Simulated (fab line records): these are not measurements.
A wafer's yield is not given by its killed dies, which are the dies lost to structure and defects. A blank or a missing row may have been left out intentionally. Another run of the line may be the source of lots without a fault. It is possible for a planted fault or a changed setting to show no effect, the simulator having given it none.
Which tool did it? | flow n5 finfet | 26 wafers from 9 lots sampled at 8 of the route's 1938 steps

## WHAT THE GAUGES READ, wafer by wafer
N5_STI_FIN_REVEAL_THK_MEAS_05. Usual: thk nm 131.6 nm, standard deviation 1.2.
lot  | measured    | on            | thk nm (nm)       | flag
L905 | day 2 22:49 | film metro-01 | 131.4 130.6 132.7 |
L906 | day 3 10:02 | film metro-02 | 131.0 129.5       |
L910 | day 4 03:50 | film metro-01 | 133.2 129.8 131.7 |
L911 | day 4 11:46 | film metro-02 | 129.3 132.1 130.9 |
L916 | day 5 18:03 | film metro-01 | 132.4 134.9 132.7 |
L918 | day 6 02:34 | film metro-02 | 131.5 131.9 131.9 |
L924 | day 7 15:09 | film metro-01 | 131.5 130.5 131.3 |
L925 | day 7 20:30 | film metro-01 | 132.3 130.8 131.1 |
L926 | day 8 03:31 | film metro-02 | 131.4 131.3 131.8 |

N5_STI_FIN_REVEAL_INSPECT_13: inspects for defects (darkfield). Usual: raw defect count 13, standard deviation 5.4.
lot  | measured    | on                | raw defect count | flag
L905 | day 3 02:22 | defect inspect-01 | 14 15 10         |
L906 | day 3 13:26 | defect inspect-01 | 13 7             |
L910 | day 4 07:07 | defect inspect-01 | 9 7 13           |
L911 | day 4 15:16 | defect inspect-01 | 11 19 14         |
L916 | day 5 21:21 | defect inspect-01 | 7 20 13          |
L918 | day 6 06:04 | defect inspect-01 | 16 9 18          |
L924 | day 7 18:37 | defect inspect-01 | 15 12 12         |
L925 | day 7 23:59 | defect inspect-01 | 11 17 7          |
L926 | day 8 06:47 | defect inspect-02 | 10 11 15         |

N5_DUMMY_GATE_THK_MEAS_05. Usual: thk nm 71.9 nm, standard deviation 1.1.
lot  | measured    | on            | thk nm (nm)    | flag
L905 | day 3 06:35 | film metro-02 | 69.2 71.1 73.1 |
L906 | day 3 17:37 | film metro-02 | 73.1 71.2      |
L910 | day 4 11:25 | film metro-01 | 71.6 72.2 71.9 |
L911 | day 4 20:53 | film metro-01 | 71.1 71.3 70.9 |
L916 | day 6 01:31 | film metro-02 | 53.0 52.8 54.2 | OFF
L918 | day 6 10:18 | film metro-01 | 52.5 51.2 52.6 | OFF
L924 | day 7 22:47 | film metro-02 | 72.3 71.5 71.5 |
L925 | day 8 04:10 | film metro-01 | 71.4 71.0 69.7 |
L926 | day 8 10:59 | film metro-02 | 72.6 72.7 71.4 |

N5_SDB_THK_MEAS_31. Usual: SDB_THK gives 64.2 nm (standard deviation 1.1).
lot  | measured    | on            | SDB_THK (nm)   | flag
L905 | day 4 11:03 | film metro-01 | 61.5 63.4 65.4 |
L906 | day 4 22:08 | film metro-02 | 65.4 63.4      |
L910 | day 5 17:50 | film metro-01 | 63.8 64.5 64.1 |
L911 | day 6 01:08 | film metro-02 | 63.3 63.6 63.1 |
L916 | day 7 05:01 | film metro-01 | 45.3 45.0 46.5 | OFF
L918 | day 7 13:53 | film metro-02 | 44.7 43.5 44.9 | OFF
L924 | day 9 01:58 | film metro-02 | 64.6 63.8 63.7 |
L925 | day 9 08:08 | film metro-01 | 63.8 63.2 61.9 |
L926 | day 9 19:19 | film metro-02 | 64.8 65.0 63.6 |

N5_BEOL_M4_RC_MEAS_101. Usual: DIBL_N 36.0 mV/V, standard deviation 1.6; DIBL_P 35.8 mV/V, standard deviation 2; IOFF_N 0.152 nA/um, standard deviation 0.03; IOFF_P 0.20 nA/um, standard deviation 0.031; ION_N 670 uA/um, standard deviation 12; ION_P 459 uA/um, standard deviation 7.4; SS_N 71.5 mV/dec, standard deviation 0.56; SS_P 73.2 mV/dec, standard deviation 0.64; VT_N 251 mV, standard deviation 3.5; VT_P -252 mV, standard deviation 3.3.
lot  | measured     | on        | DIBL_N (mV/V)  | DIBL_P (mV/V)  | IOFF_N (nA/um)    | IOFF_P (nA/um) | ION_N (uA/um) | ION_P (uA/um) | SS_N (mV/dec)  | SS_P (mV/dec)  | VT_N (mV)   | VT_P (mV)      | flag
L905 | day 9 13:56  | prober-02 | 37.0 35.3 35.9 | 37.4 34.5 34.9 | 0.162 0.136 0.135 | 0.21 0.17 0.18 | 683 675 659   | 468 464 451   | 70.9 71.0 70.8 | 74.1 72.6 73.1 | 248 249 252 | -250 -253 -255 |
L906 | day 9 22:49  | prober-01 | 36.7 35.8      | 37.3 35.5      | 0.176 0.165       | 0.21 0.19      | 670 667       | 452 456       | 71.8 71.8      | 73.2 73.5      | 251 247     | -251 -254      |
L910 | day 11 01:23 | prober-01 | 33.4 34.5 36.9 | 30.6 33.8 35.4 | 0.099 0.123 0.152 | 0.15 0.19 0.20 | 645 671 662   | 449 467 460   | 70.3 70.3 72.2 | 71.7 72.5 73.3 | 256 252 249 | -254 -251 -249 |
L911 | day 11 05:56 | prober-01 | 34.2 35.1 36.6 | 33.1 34.1 36.1 | 0.111 0.124 0.150 | 0.15 0.15 0.18 | 654 647 663   | 447 441 451   | 71.0 71.6 72.1 | 71.8 72.7 73.1 | 257 255 251 | -257 -255 -256 |
L916 | day 11 22:16 | prober-02 | 37.8 36.2 37.5 | 39.2 37.3 38.8 | 0.176 0.152 0.176 | 0.22 0.19 0.21 | 676 668 679   | 456 456 458   | 71.8 71.5 72.1 | 73.7 73.2 73.5 | 249 251 249 | -252 -254 -252 |
L918 | day 12 20:21 | prober-02 | 34.7 39.0 36.8 | 33.2 38.9 35.7 | 0.122 0.210 0.154 | 0.15 0.24 0.19 | 658 690 667   | 452 472 452   | 71.2 72.5 71.9 | 73.1 73.9 73.5 | 254 246 252 | -257 -248 -252 |
L924 | day 14 03:56 | prober-02 | 35.4 35.7 38.8 | 35.1 37.0 40.0 | 0.126 0.139 0.190 | 0.16 0.18 0.23 | 651 671 671   | 441 461 449   | 71.2 71.3 72.2 | 72.9 73.1 74.8 | 253 253 247 | -254 -252 -251 |
L925 | day 15 06:46 | prober-01 | 35.3 35.7 37.0 | 36.1 36.1 37.1 | 0.156 0.171 0.177 | 0.23 0.22 0.23 | 681 677 676   | 467 468 465   | 71.0 71.2 71.9 | 73.7 74.0 74.4 | 248 249 251 | -249 -250 -250 |
L926 | day 15 11:20 | prober-02 | 34.3 31.8 33.2 | 34.4 30.1 32.1 | 0.129 0.087 0.113 | 0.17 0.11 0.14 | 655 632 658   | 454 435 449   | 70.4 71.7 71.2 | 72.7 71.6 72.2 | 250 259 255 | -253 -261 -258 |

## WHAT TOOL EACH LOT RAN ON (gives the tool, then ch and the chambers of the sampled wafers, and finally the start)
lot  | N5_DUMMY_GATE_ALD_02             | N5_DUMMY_GATE_CVD_03                      | N5_DUMMY_GATE_ETCH_44
L905 | ald sin-02 ch 0,2,3, day 3 02:30 | lpcvd-02 ch 0/114,0/90,0/95, day 3 02:36  | rie si-05 ch 0,2,3, day 3 11:47
L906 | ald sin-02 ch 1,2, day 3 13:32   | lpcvd-01 ch 0/70,0/89, day 3 13:38        | rie si-05 ch 1,3, day 3 22:49
L910 | ald sin-02 ch 1,2, day 4 07:19   | lpcvd-01 ch 1/40,1/45,1/59, day 4 07:26   | rie si-06 ch 2,3, day 4 16:36
L911 | ald sin-02 ch 1,3, day 4 16:47   | lpcvd-01 ch 1/114,1/90,1/95, day 4 16:53  | rie si-03 ch 1,2,3, day 5 02:29
L916 | ald sin-04 ch 0,1,3, day 5 21:26 | lpcvd-01 ch 0/109,0/114,0/95, day 5 21:33 | rie si-06 ch 0,1,3, day 6 06:44
L918 | ald sin-02 ch 0,1,3, day 6 06:13 | lpcvd-01 ch 0/65,0/75,0/89, day 6 06:20   | rie si-06 ch 0,1,3, day 6 15:32
L924 | ald sin-02 ch 1,2,3, day 7 18:42 | lpcvd-01 ch 1/40,1/54,1/64, day 7 18:49   | rie si-03 ch 0,1, day 8 04:07
L925 | ald sin-02 ch 0,1,3, day 8 00:05 | lpcvd-01 ch 1/15,1/25,1/29, day 8 00:11   | rie si-05 ch 1,2,3, day 8 09:22
L926 | ald sin-02 ch 0,3, day 8 06:53   | lpcvd-01 ch 1/15,1/25,1/39, day 8 06:59   | rie si-03 ch 0,1,3, day 8 16:16
- N5_DUMMY_GATE_ALD_02: deposits SiO2, target thk 2 nm, pulse time 1 s.
- N5_DUMMY_GATE_CVD_03: deposits a-Si from SiH4, target thk 150 nm, time 8042 s.
- N5_DUMMY_GATE_ETCH_44: etches poly-Si in HBr/O2, stops on SiO2, target depth 127.5 nm.

## AS READ BY THE TOOLS THEMSELVES (means over the sampled wafers that have a number; for cases with no such wafer, the mark the record gives instead)
N5_DUMMY_GATE_ALD_02. Usual: heater power w 492 W, standard deviation 43; precursor pulse height rel 1.000, standard deviation 0.021.
lot  | tool       | heater power w (W) | precursor pulse height rel | flag
L905 | ald sin-02 | 494                | 1.002                      |
L906 | ald sin-02 | 524                | 0.996                      |
L910 | ald sin-02 | 538                | 0.996                      |
L911 | ald sin-02 | 525                | 0.999                      |
L916 | ald sin-04 | 466                | 0.982                      |
L918 | ald sin-02 | 500                | 1.001                      |
L924 | ald sin-02 | 537                | 0.994                      |
L925 | ald sin-02 | 499                | 0.999                      |
L926 | ald sin-02 | 493                | 0.991                      |

N5_DUMMY_GATE_CVD_03. Usual: spike tc bottom C 553 C, standard deviation 3.7; spike tc centre C 529.7 C, standard deviation 0.62; spike tc lower C 530.0 C, standard deviation 1.2; zone power top pct 15.4 %, standard deviation 0.79.
lot  | tool     | spike tc bottom C (C) | spike tc centre C (C) | spike tc lower C (C) | zone power top pct (%) | flag
L905 | lpcvd-02 | 556                   | 530.2                 | 531.1                | 15.2                   |
L906 | lpcvd-01 | 549                   | 528.8                 | 530.9                | 16.4                   |
L910 | lpcvd-01 | 551                   | 530.1                 | 530.6                | 14.4                   |
L911 | lpcvd-01 | 551                   | 530.0                 | 529.9                | 14.4                   |
L916 | lpcvd-01 | 548                   | 529.3                 | 530.2                | 16.4                   |
L918 | lpcvd-01 | 548                   | 529.7                 | 530.8                | 16.6                   |
L924 | lpcvd-01 | 550                   | 530.1                 | 530.9                | 14.5                   |
L925 | lpcvd-01 | 550                   | 530.0                 | 531.4                | 14.4                   |
L926 | lpcvd-01 | 550                   | 530.2                 | 530.9                | 14.5                   |

N5_DUMMY_GATE_ETCH_44. Usual: drypump motor current A 5.8 A, standard deviation 0.54; oes product au 0.730 a.u., standard deviation 0.013; throttle valve pct 18.49 %, standard deviation 0.18.
lot  | tool      | drypump motor current A (A) | oes product au (a.u.) | throttle valve pct (%) | flag
L905 | rie si-05 | 5.8                         | 0.732                 | 18.43                  |
L906 | rie si-05 | 5.5                         | 0.734                 | 18.27                  |
L910 | rie si-06 | 6.1                         | 0.727                 | 18.56                  |
L911 | rie si-03 | 6.1                         | 0.726                 | 18.46                  |
L916 | rie si-06 | 5.8                         | 0.639                 | 18.59                  | OFF
L918 | rie si-06 | 5.8                         | 0.631                 | 18.59                  | OFF
L924 | rie si-03 | 6.0                         | 0.722                 | 18.56                  |
L925 | rie si-05 | 5.4                         | 0.728                 | 18.40                  |
L926 | rie si-03 | 5.9                         | 0.729                 | 18.63                  |

## THE ANSWER, worked out from the rows above alone
Rule: lot off if the mean of its wafers having a number is beyond 3 standard deviations from the usual mean. A lot without any number at a reading at which 4 lots or more have one is off too. The other lots that the step has rows for count as sound. First the gauges in route order, then the tools' own readings, where a lot's mean is used as printed above. The first step at which some lot is off is used, and at that step the reading that is off furthest; a lot without a number counts as furthest.
Off, at N5_DUMMY_GATE_THK_MEAS_05 on thk nm: L916, L918.
If a tool, at a process step before that reading, ran all the lots that are off and no sound lot after the first of them, it fits. The gauges at N5_DUMMY_GATE_THK_MEAS_05 aren't tried: what is off there is off at N5_DUMMY_GATE_ETCH_44 too, on other tools, and a gauge's error can't cause that. None of those tried fits.

## WHAT THE SIMULATOR HAD INSERTED
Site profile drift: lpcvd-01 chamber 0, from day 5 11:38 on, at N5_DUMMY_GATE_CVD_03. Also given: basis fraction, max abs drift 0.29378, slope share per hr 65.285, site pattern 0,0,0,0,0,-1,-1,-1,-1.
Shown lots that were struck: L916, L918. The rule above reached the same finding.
